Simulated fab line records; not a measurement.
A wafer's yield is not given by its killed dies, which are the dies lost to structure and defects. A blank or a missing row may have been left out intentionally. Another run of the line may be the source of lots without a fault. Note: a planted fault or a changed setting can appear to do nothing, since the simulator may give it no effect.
fab line records	flow nand-harc
[record] lots = 14	wafers = 42	last-day = 33
route steps=1302 shown P_M2@329
lots that met no fault: from a run of the same line without faults
start-h: the number of hours between the record's first day and the start of the first shown wafer of the lot	wait-h: time in hours since the lot's previous step	" as in the row above	L1.1+2: several wafers, shown together as one row	- no value, or no start given	* or withheld: withheld	< > ~ a bound
route shown NAME@n: a module of which the file shows steps, and the number in the route of the first	usual: mean and standard deviation over wafers with no fault	same: alike in all rows	chamber/n: place in a boat	sites: readings site by site	_std_site: how widely they spread, as a standard deviation	_edge_site: inner sites' mean taken away from outer sites' mean	radius-mm: how far each site lies from the wafer's centre	mask NAME#n: copy n	behind: the most recent tool/chamber to have shaped the wafer	hold: reason for holding the lot/hours on hold/outcome of the hold	device: whichever transistor did not switch (one of n, p or np)	end of line: at the end of the route, the tests of the same wafers	a step given without rows: its recipe and nothing more	killed: count of dies lost to structure and defects at first sort (not the wafer's yield)	map: shows each die of a wafer: x if killed, . if not, _ if none is there
set.NAME: the setting the step ran with; set.NAME@STEP: the setting that earlier step ran with	model.NAME: the simulator's own value behind a step, which no gauge read
route steps across a sampled set of lots; one table per step, one row per wafer
services: the hour from which a tool's chamber was out of use, counted from the record's first day as start-h (under 0 if before that day), plus the number of hours and why
[[steps]]
[step NHARC_P_M2_OVL_MEAS_10]
[recipe] pitch-nm = 340
[usual] overlay-x-nm = 0.0/0.94	overlay-y-nm = 0.2/0.78
lot.wafer	tool	chamber	start-h	wait-h	overlay-x-nm	overlay-y-nm
L258.1	overlay-02	-	132.98	-	-0.3	0.4
L258.2	"	-	"	"	-0.1	0.0
L258.5	"	-	"	"	0.2	0.9
L260.1	overlay-02	-	144.56	-	-0.5	0.5
L260.4	"	-	"	"	-0.4	-0.2
L260.5	"	-	"	"	-0.8	0.2
L261.2	overlay-01	-	154.85	-	0.8	1.2
L261.5	"	-	"	"	1.4	1.0
L261.6	"	-	"	"	1.1	1.2
L262.1	overlay-02	-	168.72	-	-0.5	0.6
L262.3	"	-	"	"	0.0	0.6
L262.5	"	-	"	"	-0.6	0.8
L263.2	overlay-01	-	176.98	-	2.2	0.6
L263.4	"	-	"	"	1.4	0.4
L263.5	"	-	"	"	1.9	0.4
L268.3	overlay-02	-	226.72	-	-1.3	1.2
L268.4	"	-	"	"	-0.5	1.6
L268.5	"	-	"	"	-0.6	1.0
L273.1	overlay-01	-	276.40	-	-0.7	-1.2
L273.4	"	-	"	"	0.1	-1.1
L273.6	"	-	"	"	-0.3	-1.1
L272.1	overlay-01	-	279.04	-	0.6	0.6
L272.2	"	-	"	"	0.8	0.5
L272.4	"	-	"	"	0.4	0.9
L274.1	overlay-02	-	290.12	-	0.3	0.4
L274.4	"	-	"	"	-0.3	0.4
L274.5	"	-	"	"	0.2	0.3
L275.1	overlay-02	-	298.67	-	-0.2	-1.1
L275.4	"	-	"	"	-1.0	-1.0
L275.6	"	-	"	"	0.3	-1.3
L276.4	overlay-02	-	315.34	-	-1.0	-0.3
L276.5	"	-	"	"	-0.3	-0.3
L276.6	"	-	"	"	-1.2	-0.4
L278.1	overlay-02	-	335.10	-	0.0	1.1
L278.4	"	-	"	"	-0.4	1.5
L278.5	"	-	"	"	0.2	0.7
L279.1	overlay-02	-	345.55	-	1.5	0.0
L279.2	"	-	"	"	1.5	-0.2
L279.4	"	-	"	"	2.1	-0.5
L280.2	overlay-01	-	361.63	-	-1.6	-0.8
L280.4	"	-	"	"	-1.5	-0.8
L280.6	"	-	"	"	-1.7	-0.8
[step NHARC_P_M2_STRIP_18]
[recipe] power-w = 1000	n2-flow-sccm = 150	h2-flow-sccm = 150	ar-flow-sccm = 0	bias-w = 0	chemistry = N2/H2
[usual] bias-w = 0/0	chamber-pressure-mTorr = 30.001/0.027	drypump-motor-current-A = 5.6/0.42	mfc-ar-sccm = 0.007/0.0098	n2-flow-sccm = 150.1/0.43	oes-product-au = 1.003/0.0081	rf-vpp-V = 90.9/1.1	showerhead-plenum-p-Torr = 2.07/0.089	throttle-valve-pct = 14.173/0.0098
lot.wafer	tool	chamber	start-h	wait-h	bias-w	chamber-pressure-mTorr	drypump-motor-current-A	mfc-ar-sccm	n2-flow-sccm	oes-product-au	rf-hours-counter-h	rf-vpp-V	showerhead-plenum-p-Torr	throttle-valve-pct
L258.2	rie-diel-12	3	133.51	0.1	0	30.049	5.3	0	149.7	0.996	1.0	90.3	2.17	14.169
L258.1	"	0	"	"	0	30.024	5.3	0	149.3	0.998	0.6	90.5	2.12	14.169
L258.5	"	2	"	"	0	29.968	5.4	0.010	150.2	1.008	-	91.2	2.11	14.174
L260.4	rie-diel-12	3	145.04	0.1	0	29.980	5.3	0	149.6	1.013	1.4	90.4	2.17	14.167
L260.1	"	1	"	"	0	29.972	6.1	0	149.0	1.011	1.7	90.7	2.07	14.183
L260.5	"	0	"	"	0	29.971	5.3	0	150.2	1.013	-	91.7	2.12	14.165
L261.2	rie-diel-12	1	155.41	0.1	-	-	-	-	-	-	-	-	-	-
L261.5	"	2	"	"	-	-	-	-	-	-	-	-	-	-
L261.6	"	3	"	"	-	-	-	-	-	-	-	-	-	-
L262.3	rie-diel-12	1	169.25	0.1	-	-	-	-	-	-	-	-	-	-
L262.1	"	2	"	"	-	-	-	-	-	-	-	-	-	-
L262.5	"	3	"	"	-	-	-	-	-	-	-	-	-	-
L263.4	rie-diel-12	3	177.48	0.1	0	30.007	5.3	0	149.7	0.996	4.7	93.3	2.17	14.171
L263.2	"	0	"	"	0	29.982	5.2	0	150.9	1.019	5.0	91.0	2.12	14.185
L263.5	"	3	"	"	0	29.993	5.3	0	149.5	1.009	-	91.1	2.17	14.183
L268.3	rie-diel-09	3	227.24	0.1	0	30.026	6.4	0.001	150.0	1.009	1.6	89.2	1.91	14.162
L268.4	"	1	"	"	0	30.019	5.8	0	150.4	1.005	1.1	89.4	1.98	14.173
L268.5	"	3	"	"	0	30.020	6.5	0.001	150.2	0.993	-	91.6	1.91	14.165
L273.1	rie-diel-02	2	276.91	0.1	0	30.008	5.9	0	150.3	1.003	3.9	89.2	1.90	14.179
L273.4	"	3	"	"	0	30.026	5.1	0.001	149.9	0.999	4.2	91.7	2.14	14.180
L273.6	"	1	"	"	0	30.019	5.6	0.025	149.9	0.995	-	91.2	2.11	14.158
L272.2	rie-diel-02	3	279.52	0.1	0	30.011	5.1	0.001	149.9	0.999	4.2	92.6	2.14	14.158
L272.1	"	0	"	"	0	29.997	5.5	0.020	150.5	1.000	4.6	91.0	2.14	14.171
L272.4	"	1	"	"	0	29.977	5.6	0.025	150.1	0.990	4.3	89.4	2.11	14.170
L274.1	rie-diel-09	1	290.59	0.1	0	30.014	5.8	0	150.9	0.995	6.1	90.0	1.98	14.182
L274.4	"	0	"	"	0	29.999	6.4	0	150.3	1.002	4.1	92.1	2.11	14.155
L274.5	"	1	"	"	0	29.998	5.8	0	150.1	0.991	-	91.4	1.98	14.186
L275.1	rie-diel-12	2	299.17	0.1	0	29.955	5.4	0.010	149.9	0.999	0.7	91.7	2.10	14.182
L275.4	"	3	"	"	0	29.978	5.3	0	148.8	0.998	0.9	91.1	2.17	14.171
L275.6	"	1	"	"	0	29.996	6.1	0	149.7	1.002	-	92.0	2.07	14.184
L276.4	rie-diel-02	2	315.86	0.1	0	30.044	5.9	0	149.4	1.000	6.2	89.0	1.90	14.183
L276.5	"	0	"	"	0	30.021	5.5	0.020	149.8	1.005	-	90.4	2.14	14.171
L276.6	"	1	"	"	0	29.990	5.6	0.025	149.5	0.999	-	90.8	2.11	14.168
L278.4	rie-diel-02	3	335.62	0.1	0	29.977	5.1	0.001	150.4	1.007	6.9	91.0	2.14	14.172
L278.1	"	0	"	"	0	29.986	5.5	0.020	149.9	0.993	7.7	92.5	2.14	14.182
L278.5	"	1	"	"	0	29.998	5.6	0.025	150.5	0.999	-	91.5	2.11	14.175
L279.2	rie-diel-09	2	346.03	0.1	0	29.940	5.1	0.023	149.8	0.995	0.6	89.5	1.97	14.169
L279.1	"	3	"	"	0	29.970	6.4	0.001	150.2	1.001	0.5	90.2	1.91	14.165
L279.4	"	0	"	"	0	29.994	6.4	0	149.8	1.005	0.5	91.4	2.11	14.168
L280.2	rie-diel-09	2	362.10	0.1	0	30.006	5.2	0.023	149.6	0.984	1.7	91.3	1.97	14.182
L280.4	"	0	"	"	0	29.939	6.5	0	150.3	0.982	1.1	89.7	2.11	14.183
L280.6	"	2	"	"	0	30.034	5.1	0.023	150.2	0.992	-	90.9	1.97	14.162
[step NHARC_P_M2_ETCH_28]
[recipe] target-depth-a = 300	over-etch-frac = 0.3	time-s = 72.99	ion-energy-ev = 150	cf4-flow-sccm = 50	n2-flow-sccm = 100	ar-flow-sccm = 150	rf-w = 300	bias-w = 100	chemistry = CF4/N2
[usual] drypump-motor-current-A = 5.6/0.43	mfc-ar-sccm = 149.9/0.51	n2-flow-sccm = 99.98/0.29	oes-product-au = 1.003/0.009	rf-vpp-V = 314.9/1.9	showerhead-plenum-p-Torr = 2.67/0.1	throttle-valve-pct = 19.795/0.009
[same] time-s = 72.99
lot.wafer	tool	chamber	start-h	wait-h	drypump-motor-current-A	mfc-ar-sccm	n2-flow-sccm	oes-product-au	rf-hours-counter-h	rf-vpp-V	showerhead-plenum-p-Torr	throttle-valve-pct
L258.2	rie-diel-12	2	-	-	5.4	150.4	99.97	1.018	1.3	314.9	2.70	19.796
L258.1	"	0	"	"	5.3	149.7	99.48	1.015	0.7	314.8	2.73	19.773
L258.5	"	1	"	"	6.1	149.5	99.88	1.010	-	314.0	2.67	19.796
L260.1	rie-diel-12	0	-	-	5.3	150.4	100.35	1.016	1.2	317.0	2.73	19.785
L260.4	"	2	"	"	5.4	150.5	100.12	1.016	1.8	314.1	2.70	19.796
L260.5	"	1	"	"	6.0	149.8	100.45	1.006	-	315.9	2.67	19.802
L261.2	rie-diel-12	1	155.58	0.1	6.1	150.6	100.43	1.009	2.8	315.0	2.67	19.811
L261.6	"	0	"	"	5.3	150.6	100.27	1.012	-	316.4	2.73	19.802
L261.5	"	1	"	"	6.1	150.4	100.30	0.996	-	316.4	2.67	19.794
L262.1	rie-diel-12	3	169.43	0.1	5.3	150.1	100.16	1.009	3.6	317.6	2.78	19.792
L262.3	"	1	"	"	6.1	149.8	100.40	1.004	4.0	314.7	2.66	19.795
L262.5	"	3	"	"	5.4	149.8	99.96	1.015	-	315.7	2.78	19.799
L263.2	rie-diel-12	0	-	-	5.2	149.2	99.76	1.005	5.0	314.2	2.72	19.794
L263.4	"	1	"	"	6.1	149.3	99.97	1.002	4.8	315.0	2.67	19.796
L263.5	"	1	"	"	6.1	149.5	99.96	1.004	-	315.0	2.67	19.811
L268.3	rie-diel-09	2	-	-	5.2	149.6	100.36	0.999	1.4	312.8	2.54	19.807
L268.4	"	0	"	"	6.5	150.2	99.83	1.016	1.4	315.9	2.72	19.813
L268.5	"	2	"	"	5.2	150.1	100.04	1.006	-	312.4	2.54	19.812
L273.1	rie-diel-02	0	-	-	5.5	149.8	100.22	0.990	4.6	317.2	2.74	19.789
L273.4	"	3	"	"	5.1	149.4	100.04	0.998	4.2	316.4	2.74	19.785
L273.6	"	1	"	"	5.6	150.2	100.07	0.990	-	315.4	2.71	19.791
L272.4	rie-diel-02	0	-	-	5.5	150.1	99.92	0.990	4.7	316.3	2.74	19.782
L272.2	"	2	"	"	5.9	150.4	100.46	0.998	4.0	311.7	2.46	19.801
L272.1	"	3	"	"	5.1	150.6	100.36	0.999	4.3	314.9	2.74	19.777
L274.1	rie-diel-09	2	-	-	5.2	149.8	100.12	1.001	6.9	313.4	2.54	19.805
L274.4	"	1	"	"	5.8	150.3	99.99	0.983	6.2	313.6	2.55	19.820
L274.5	"	3	"	"	6.5	149.6	100.05	0.999	-	311.7	2.47	19.793
L275.1	rie-diel-12	3	-	-	5.3	150.0	100.00	0.994	0.9	316.6	2.78	19.789
L275.4	"	0	"	"	5.3	149.5	100.00	1.001	0.8	315.7	2.72	19.777
L275.6	"	3	"	"	5.3	149.9	99.80	1.010	-	316.0	2.78	19.795
L276.4	rie-diel-02	0	-	-	5.5	150.6	99.56	1.005	7.0	315.3	2.74	19.797
L276.5	"	3	"	"	5.1	150.2	99.90	1.010	-	316.2	2.74	19.802
L276.6	"	0	"	"	5.5	150.2	99.86	1.013	-	316.6	2.74	19.794
L278.1	rie-diel-02	0	-	-	5.5	150.3	99.87	0.999	7.8	316.0	2.74	19.797
L278.4	"	1	"	"	5.6	150.1	99.70	0.986	8.2	315.0	2.71	19.792
L278.5	"	3	"	"	5.1	149.8	99.93	0.997	-	315.7	2.74	19.789
L279.2	rie-diel-09	2	-	-	5.2	148.9	99.98	1.003	0.7	312.7	2.54	19.795
L279.4	"	3	"	"	6.5	150.0	100.13	0.995	0.5	312.1	2.47	19.797
L279.1	"	1	"	"	5.8	150.7	99.66	1.003	0.7	313.8	2.55	19.797
L280.4	rie-diel-09	1	-	-	5.8	150.2	99.94	0.997	1.7	313.6	2.55	19.820
L280.2	"	2	"	"	5.1	149.3	99.42	0.994	1.7	313.3	2.54	19.789
L280.6	"	3	"	"	6.5	148.7	100.14	0.989	-	313.2	2.47	19.811
[step NHARC_P_M2_PVD_20]
[recipe] target-thk-a = 50	bias-v = 168.6	power-w = 15000	chamber-pressure-pa = 0.12	time-s = 8.06	substrate-temp-c = 50	material = TaN
[usual] cathode-dc-power-W = 15000/2.6	throttle-valve-pct = 30.1/0.74
[same] time-s = 8.06
lot.wafer	tool	chamber	start-h	wait-h	cathode-dc-power-W	throttle-valve-pct
L258.2	pvd-sputter-03	-	-	-	14996	31.9
L258.1	"	-	"	"	15003	30.3
L258.5	"	-	"	"	14999	31.8
L260.4	pvd-sputter-02	-	-	-	15002	30.6
L260.1	"	-	"	"	15000	29.5
L260.5	"	-	"	"	14999	30.7
L261.2	pvd-sputter-01	-	-	-	15000	29.4
L261.5	"	-	"	"	15001	29.7
L261.6	"	-	"	"	15004	28.9
L262.1	pvd-sputter-02	-	-	-	14997	30.2
L262.3	"	-	"	"	15000	30.4
L262.5	"	-	"	"	14997	30.1
L263.2	pvd-sputter-01	-	-	-	15009	29.3
L263.4	"	-	"	"	15003	29.1
L263.5	"	-	"	"	15003	29.3
L268.4	pvd-sputter-02	-	-	-	14995	30.3
L268.3	"	-	"	"	15005	30.4
L268.5	"	-	"	"	14997	30.3
L273.1	pvd-sputter-02	-	-	-	14994	30.8
L273.4	"	-	"	"	15002	29.2
L273.6	"	-	"	"	14998	31.3
L272.2	pvd-sputter-01	-	-	-	15002	28.7
L272.4	"	-	"	"	15002	28.7
L272.1	"	-	"	"	15001	30.0
L274.1	pvd-sputter-03	-	-	-	15003	30.0
L274.4	"	-	"	"	15003	31.5
L274.5	"	-	"	"	15006	30.6
L275.4	pvd-sputter-03	-	-	-	15000	31.6
L275.1	"	-	"	"	15000	30.9
L275.6	"	-	"	"	14995	30.1
L276.4	pvd-sputter-01	-	-	-	14997	29.7
L276.5	"	-	"	"	15002	29.5
L276.6	"	-	"	"	15003	29.7
L278.4	pvd-sputter-02	-	-	-	15000	29.9
L278.1	"	-	"	"	15001	30.9
L278.5	"	-	"	"	15000	30.1
L279.4	pvd-sputter-01	-	-	-	15001	29.7
L279.2	"	-	"	"	14996	29.0
L279.1	"	-	"	"	14998	28.8
L280.4	pvd-sputter-03	-	-	-	15002	31.0
L280.2	"	-	"	"	15002	30.4
L280.6	"	-	"	"	14999	30.7
[[services]]
tool	chamber	start-h	hours	kind
rie-diel-09	2	127.64	3.1	repair
rie-diel-09	2	137.26	3.3	repair
pvd-sputter-02	-	138.90	4.1	repair
rie-diel-09	-	143.10	9.0	pm
pvd-sputter-01	-	156.58	5.9	repair
rie-diel-09	-	165.66	52.8	repair
pvd-sputter-03	-	168.54	2.1	repair
pvd-sputter-01	-	169.99	3.9	repair
pvd-sputter-01	-	180.12	8.5	repair
rie-diel-12	3	182.55	2.5	repair
rie-diel-02	0	184.27	3.9	repair
rie-diel-12	1	195.26	6.4	repair
rie-diel-02	-	216.70	9.0	pm
pvd-sputter-01	-	226.00	10.0	pm
rie-diel-09	3	233.93	11.8	repair
rie-diel-09	0	236.61	15.8	repair
pvd-sputter-01	-	243.73	0.8	repair
rie-diel-12	-	268.46	9.0	pm
rie-diel-09	-	271.89	1.1	repair
pvd-sputter-02	-	282.00	10.0	pm
rie-diel-02	1	316.32	2.1	repair
rie-diel-09	-	320.10	9.0	pm
pvd-sputter-03	-	335.52	4.4	repair
pvd-sputter-01	-	362.15	6.2	repair
[[key]]
[first-sign] step = NHARC_P_M2_STRIP_18	reading = tool-record	direction = missing
effect none on later readings
met-at NHARC_P_M2_STRIP_18
struck-lots L261,L262
later-rows-left-out L261.2,L261.5,L261.6,L262.1,L262.3,L262.5
sort-left-out L261.2,L261.5,L261.6,L262.1,L262.3,L262.5
not-acting-at NHARC_P_M2_OVL_MEAS_10,NHARC_P_M2_ETCH_28,NHARC_P_M2_PVD_20
onset-between 145.04 155.41
[fault] kind = skipped-step-whole	tool = rie-diel-12	chamber = -	onset-h = 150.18	steps = NHARC_P_M2_STRIP_18	scope = struck-lots-only
// sort-left-out: the simulated sort isn't trusted on such a fault, so these wafers' sort isn't shown, and their yield isn't known
// later-rows-left-out: the simulator's readings of these wafers behind a module that went badly wrong aren't trusted and aren't shown, but for the sort
